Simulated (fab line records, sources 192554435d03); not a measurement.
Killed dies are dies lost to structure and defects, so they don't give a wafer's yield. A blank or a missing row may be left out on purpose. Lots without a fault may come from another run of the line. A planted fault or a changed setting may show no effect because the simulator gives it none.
Which tool did it? | flow n5_finfet | 9 lots, 26 wafers sampled, at 7 steps of a route of 1938

WHAT THE GAUGES READ, wafer by wafer
N5_SD_EPI_P_EPI_MEAS_23.
lot  | measured    | on            | thk_nm (nm)
L786 | day 3 09:29 | film_metro-01 | 62.2 64.3
L793 | day 5 03:30 | film_metro-01 | 61.8 63.4 60.3
L794 | day 5 10:22 | film_metro-01 | 63.0 61.6 62.6
L795 | day 5 15:52 | film_metro-02 | 44.5 45.5 42.3
L796 | day 6 00:18 | film_metro-02 | 44.3 45.0 41.6
L797 | day 6 08:50 | film_metro-01 | 43.2 42.8 44.3
L806 | day 8 12:31 | film_metro-01 | 59.9 61.1 60.3
L807 | day 8 16:14 | film_metro-01 | 61.6 59.2 61.5
L809 | day 9 06:45 | film_metro-01 | 60.3 63.2 61.4

N5_SD_EPI_P_INSPECT_26: inspects for defects (darkfield).
lot  | measured    | on                | raw_defect_count
L786 | day 3 09:40 | defect_inspect-02 | 134 137
L793 | day 5 03:40 | defect_inspect-01 | 230 131 223
L794 | day 5 10:33 | defect_inspect-02 | 145 214 123
L795 | day 5 16:04 | defect_inspect-01 | 200 236 221
L796 | day 6 00:29 | defect_inspect-02 | 205 207 204
L797 | day 6 09:00 | defect_inspect-02 | 125 176 173
L806 | day 8 12:48 | defect_inspect-01 | 157 181 200
L807 | day 8 16:32 | defect_inspect-02 | 194 210 147
L809 | day 9 06:56 | defect_inspect-01 | 188 158 211

N5_SD_ACTIVATION_RS_MEAS_03: measures by four-point-probe.
lot  | measured    | on            | RS_SD_N (ohm/sq)  | RS_SD_P (ohm/sq)
L786 | day 3 10:07 | film_metro-02 | 21.61 21.48       | 55.4 54.7
L793 | day 5 04:07 | film_metro-01 | 22.02 21.85 21.93 | 55.9 56.2 56.8
L794 | day 5 10:59 | film_metro-01 | 21.80 22.00 21.68 | 55.5 54.8 55.3
L795 | day 5 16:29 | film_metro-01 | 22.36 22.25 21.97 | 78.9 77.4 79.1
L796 | day 6 00:55 | film_metro-02 | 21.70 21.74 21.77 | 79.3 79.5 79.3
L797 | day 6 09:28 | film_metro-01 | 21.73 21.75 21.86 | 79.6 79.3 79.2
L806 | day 8 13:20 | film_metro-02 | 21.41 21.54 21.60 | 56.8 56.9 56.2
L807 | day 8 16:58 | film_metro-01 | 22.06 22.11 21.90 | 54.9 56.3 55.8
L809 | day 9 07:22 | film_metro-02 | 22.63 22.83 22.51 | 55.5 54.3 56.1

N5_BEOL_M4_RC_MEAS_101.
lot  | measured     | on        | DIBL_N (mV/V)  | DIBL_P (mV/V)  | IOFF_N (nA/um) | IOFF_P (nA/um) | ION_N (uA/um) | ION_P (uA/um) | REXT_P (ohm.um)   | RS_SD_P (ohm/sq) | SS_N (mV/dec)  | SS_P (mV/dec)  | VT_N (mV)   | VT_P (mV)      | VT_P_LVT (mV)
L786 | day 7 22:44  | prober-02 | 39.2 36.3      | 38.4 35.2      | 0.20 0.15      | 0.22 0.18      | 673 674       | 452 459       | 97.3 96.3         | 64.8 62.9        | 72.1 70.1      | 73.8 73.3      | 246 248     | -252 -252      | -95 -97
L793 | day 9 11:34  | prober-02 | 36.8 35.1 36.4 | 38.0 37.1 37.7 | 0.17 0.14 0.16 | 0.21 0.18 0.20 | 669 669 672   | 454 451 450   | 100.3 98.1 100.2  | 66.0 65.6 66.6   | 72.3 71.1 71.1 | 73.7 72.7 73.2 | 248 251 246 | -254 -251 -253 | -97 -99 -97
L794 | day 9 11:06  | prober-01 | 39.4 39.1 38.0 | 39.6 39.7 38.2 | 0.27 0.25 0.23 | 0.30 0.30 0.27 | 700 697 697   | 471 473 471   | 101.5 100.2 102.4 | 64.3 64.4 65.1   | 72.8 71.7 71.8 | 74.4 74.9 73.8 | 242 241 242 | -245 -244 -250 | -92 -92 -93
L795 | day 9 16:11  | prober-02 | 35.6 33.9 34.7 | 37.5 35.1 36.4 | 0.16 0.12 0.14 | 0.14 0.12 0.13 | 684 671 676   | 437 429 437   | 120.9 122.0 119.3 | 92.5 91.0 94.1   | 71.6 71.2 71.1 | 73.1 73.2 73.2 | 248 253 249 | -260 -264 -263 | -108 -112 -111
L796 | day 10 10:41 | prober-02 | 38.8 34.4 37.4 | 42.4 36.6 40.1 | 0.20 0.12 0.18 | 0.20 0.13 0.17 | 688 658 693   | 447 428 438   | 114.8 116.1 114.5 | 93.8 94.0 93.4   | 71.6 70.9 71.7 | 74.6 72.6 73.9 | 245 252 247 | -260 -266 -263 | -109 -116 -111
L797 | day 11 02:49 | prober-01 | 34.7 34.1 33.1 | 36.7 36.8 35.5 | 0.14 0.14 0.11 | 0.15 0.16 0.14 | 669 676 649   | 435 433 429   | 116.1 113.2 114.0 | 93.6 93.1 92.9   | 70.6 70.5 70.7 | 72.9 72.9 73.4 | 253 250 256 | -261 -257 -261 | -109 -108 -111
L806 | day 12 22:44 | prober-02 | 36.8 36.7 37.9 | 36.1 35.8 37.3 | 0.13 0.15 0.15 | 0.19 0.18 0.20 | 656 683 671   | 448 457 461   | 95.8 95.7 96.3    | 66.3 66.6 66.3   | 71.4 71.7 71.1 | 72.4 72.7 73.7 | 253 252 250 | -255 -256 -252 | -100 -102 -100
L807 | day 13 02:18 | prober-02 | 36.0 37.7 37.8 | 35.2 37.2 37.0 | 0.16 0.18 0.19 | 0.22 0.24 0.25 | 677 697 692   | 469 471 472   | 98.1 98.9 97.5    | 64.4 66.0 65.4   | 70.8 71.9 71.6 | 73.1 73.8 73.7 | 249 247 248 | -249 -246 -247 | -94 -93 -92
L809 | day 13 08:45 | prober-02 | 37.0 35.7 37.2 | 35.9 34.2 37.3 | 0.16 0.13 0.17 | 0.21 0.19 0.23 | 680 666 684   | 465 460 469   | 103.5 101.4 103.4 | 64.9 63.6 65.2   | 71.2 69.8 71.0 | 72.9 72.2 73.9 | 249 254 249 | -253 -250 -247 | -101 -100 -98

WHICH TOOL RAN EACH LOT (tool, then ch and the chambers of the sampled wafers, then the start)
lot  | N5_SD_EPI_P_STRIP_40                | N5_SD_EPI_P_EPI_21             | N5_ILD0_LINER_00
L786 | plasma_asher-02 ch 1, day 3 06:46   | epi_rpcvd-01 ch 0, day 3 07:17 | ald_sin-02 ch 1, day 3 10:28
L793 | plasma_asher-02 ch 0,1, day 5 00:47 | epi_rpcvd-01 ch 0, day 5 01:40 | ald_sin-01 ch 0,1, day 5 04:32
L794 | plasma_asher-02 ch 1, day 5 07:40   | epi_rpcvd-01 ch 0, day 5 08:11 | ald_sin-02 ch 0,1, day 5 11:20
L795 | plasma_asher-01 ch 0,1, day 5 13:10 | epi_rpcvd-01 ch 0, day 5 13:41 | ald_sin-03 ch 0,1, day 5 16:56
L796 | plasma_asher-01 ch 0,1, day 5 21:35 | epi_rpcvd-01 ch 0, day 5 22:07 | ald_sin-02 ch 0,1,2, day 6 01:17
L797 | plasma_asher-01 ch 0,1, day 6 06:08 | epi_rpcvd-01 ch 0, day 6 07:21 | ald_sin-03 ch 2,3, day 6 10:02
L806 | plasma_asher-02 ch 1, day 8 07:50   | epi_rpcvd-02 ch 0, day 8 08:38 | ald_sin-01 ch 2,3, day 8 14:10
L807 | plasma_asher-02 ch 0,1, day 8 13:29 | epi_rpcvd-04 ch 0, day 8 14:02 | ald_sin-03 ch 1,2,3, day 8 17:40
L809 | plasma_asher-01 ch 0,1, day 9 03:12 | epi_rpcvd-01 ch 0, day 9 03:50 | ald_sin-03 ch 2,3, day 9 07:43
- N5_SD_EPI_P_STRIP_40: strips in N2/H2.
- N5_SD_EPI_P_EPI_21: deposits SiGe:B, time 355 s.
- N5_ILD0_LINER_00: material SiNx, target thk 4 nm, pulse time 1 s, purge time 2 s.

WHAT THE TOOLS THEMSELVES READ (means of the sampled wafers that have a number; where no wafer has one, the mark that the record gives instead)
N5_SD_EPI_P_STRIP_40.
lot  | tool            | drypump_motor_current_A (A) | heater_power_w (W) | oes_product_au (a.u.) | temp_c (C)
L786 | plasma_asher-02 | 6.7                         | 372                | 0.774                 | 249.77
L793 | plasma_asher-02 | 6.4                         | 363                | 0.765                 | 250.10
L794 | plasma_asher-02 | 6.7                         | 372                | 0.755                 | 249.89
L795 | plasma_asher-01 | 5.7                         | 368                | 0.755                 | 250.05
L796 | plasma_asher-01 | 5.8                         | 367                | 0.756                 | 249.90
L797 | plasma_asher-01 | 5.8                         | 362                | 0.776                 | 249.74
L806 | plasma_asher-02 | 6.7                         | 370                | 0.766                 | 249.98
L807 | plasma_asher-02 | 6.4                         | 367                | 0.760                 | 249.99
L809 | plasma_asher-01 | 5.8                         | 384                | 0.762                 | 250.09

N5_ILD0_LINER_00.
lot  | tool       | heater_power_w (W) | precursor_pulse_height_rel
L786 | ald_sin-02 | 857                | 1.009
L793 | ald_sin-01 | 884                | 0.986
L794 | ald_sin-02 | 913                | 0.999
L795 | ald_sin-03 | 817                | 0.998
L796 | ald_sin-02 | 916                | 0.991
L797 | ald_sin-03 | 943                | 0.997
L806 | ald_sin-01 | 864                | 0.983
L807 | ald_sin-03 | 875                | 0.999
L809 | ald_sin-03 | 938                | 1.008

THE ANSWER, worked out from the rows above alone
Rule: what is usual is taken from the lots themselves. Put in order of their means at a reading, lots are off if they are a third of the lots or fewer, leave a main group of 4 or more, and stand apart from it by a gap of 3 or more times the standard deviation of the main group's means; of several such gaps the widest counts. A main group whose means are all the same, to the digits that the tables above print for the reading, isn't used. A lot without any number at a reading at which 4 lots or more have one is off too. The other lots that the step has rows for count as sound. The gauges are gone through in route order, then the tools' own readings, and for those a lot's mean is taken as printed above. The first step at which some lot is off is used, and at that step the reading that is off furthest; a lot without a number counts as furthest.
Off: L795, L796, L797, at N5_SD_EPI_P_EPI_MEAS_23 (thk_nm). The main group: mean 61.7 nm, standard deviation 0.95.
A tool fits if, at a process step before that reading, it ran every lot that is off, and no sound lot after the first of them. The gauges at N5_SD_EPI_P_EPI_MEAS_23 aren't tried: what is off there is off at N5_BEOL_M4_RC_MEAS_101 too, on other tools, and a gauge's error can't cause that. None of those tried fits.

WHAT THE SIMULATOR HAD PUT IN
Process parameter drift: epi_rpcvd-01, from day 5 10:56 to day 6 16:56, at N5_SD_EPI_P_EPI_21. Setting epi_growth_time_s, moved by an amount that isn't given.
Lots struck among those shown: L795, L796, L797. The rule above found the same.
